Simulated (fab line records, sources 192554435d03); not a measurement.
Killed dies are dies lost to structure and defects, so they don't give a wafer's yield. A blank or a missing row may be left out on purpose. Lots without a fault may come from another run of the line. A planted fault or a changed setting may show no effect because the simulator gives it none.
A struck lot beside a sound one | flow n5_finfet | 18 steps out of a route of 1938
Sound: wafers L901.2, L901.5, L901.6. Struck: wafers L896.1, L896.5. The cause comes at the end.
At each step with rows: each side's tool, then ch and its chambers, then its first start. Under that, the readings that differ: sound wafers | struck wafers | difference of the means | sigmas: that difference in standard deviations of wafers without a fault.
alike: readings whose means differ by less than 2 such deviations, and words and numbers that are the same on both sides. not compared: withheld readings, readings that some wafer has no value for, bounds like >300 that may hide the same value, and numbers for which the record gives no deviation and whose values overlap.
The two part at a step that has a row with sigmas, a row that says differs or no value, or rows on one side only. Numbers that don't overlap but have no deviation are shown without sigmas and don't part them. A reading that every wafer of one side lacks parts them only if that side has two wafers or more.

first, 3 steps without rows for these wafers: N5_HKMG_FIN_WET_ETCH_65 (etches a-Si in TMAH, stops on TiN, time 49 s, target depth 3 nm); N5_HKMG_FIN_WET_ETCH_81 (etches TiN in SC1, stops on HfO2, time 57 s, target depth 6 nm); N5_HKMG_FIN_WET_ETCH_82 (etches La2O3 in dHCl, stops on HfO2, target depth 2 nm, rinse time 30 s).
N5_HKMG_FIN_ALD_36: deposits TiN, target thk 1 nm, pulse time 1 s, purge time 3 s.
  sound on ald_metal-04 ch 0,1, day 8 03:28; struck on ald_metal-02 ch 1,3, day 7 00:06
  alike: heater_power_w, precursor_pulse_height_rel
N5_HKMG_FIN_THK_MEAS_70: measures by xrf.
  sound on film_metro-02, day 8 03:45; struck on film_metro-01, day 7 00:23
  alike: HK_THK
N5_HKMG_FIN_PWFM_ALD_03: deposits TiN, target thk 2 nm, pulse time 1 s, purge time 3 s.
  sound on ald_metal-02 ch 0,3, day 8 03:47; struck on ald_metal-04 ch 0,1, day 7 00:25
  alike: heater_power_w, precursor_pulse_height_rel
then, 6 steps without rows for these wafers: N5_HKMG_FIN_COAT_29 (time 60 s, resist thk 300 nm); N5_HKMG_FIN_COAT_30 (time 60 s, resist thk 35 nm); N5_HKMG_FIN_COAT_06 (resist thk 90 nm); N5_HKMG_FIN_EBR_08; N5_HKMG_FIN_SOFTBAKE_07 (time 60 s); N5_HKMG_FIN_EXPOSE_09 (exposes mask NWFM).
N5_HKMG_FIN_PEB_10: peb time 60 s.
  sound on litho_track-02 ch 0, day 8 04:26; struck on litho_track-04 ch 0, day 7 01:04
then, 1 step without rows for these wafers: N5_HKMG_FIN_DEVELOP_11 (develop time 30 s).
N5_HKMG_FIN_CD_MEAS_12: target cd 92.8 nm.
  sound on cd_sem-02 ch 0, day 8 04:29; struck on cd_sem-03 ch 0, day 7 01:08
  reading    | sound          | struck    | difference | sigmas
  cd_nm (nm) | 93.4 93.4 93.3 | 97.2 96.9 | +3.7       | +6
N5_HKMG_FIN_OVL_MEAS_13:
  sound on overlay-01 ch 0, day 8 04:31; struck on overlay-02 ch 0, day 7 01:10
  alike: NWFM_OVL
-- the record jumps here: 5 days lie between the struck wafers' starts before and after (it left off in module HKMG_FIN and takes up again in module BEOL_M4, whose first step shown is number 1111 of the route) --
N5_BEOL_M4_RC_MEAS_101:
  sound on prober-01 ch 0, day 13 00:11; struck on prober-01 ch 0, day 11 19:54
  alike: DIBL_N, DIBL_P, IOFF_N, IOFF_P, ION_N, ION_P, SS_N, SS_P, VT_N, VT_P
-- the record jumps here: 4 days lie between the struck wafers' starts before and after (it left off in module BEOL_M4 and takes up again in module PASSIVATION, whose first step shown is number 1936 of the route) --
N5_PASSIVATION_PROBE_49:
  the record has rows for the struck wafers here (prober-01, day 16 05:03) and none for the sound ones

WHERE THEY PART
First at N5_HKMG_FIN_CD_MEAS_12; last, within this record, at N5_PASSIVATION_PROBE_49.

WHY: what the simulator had put in
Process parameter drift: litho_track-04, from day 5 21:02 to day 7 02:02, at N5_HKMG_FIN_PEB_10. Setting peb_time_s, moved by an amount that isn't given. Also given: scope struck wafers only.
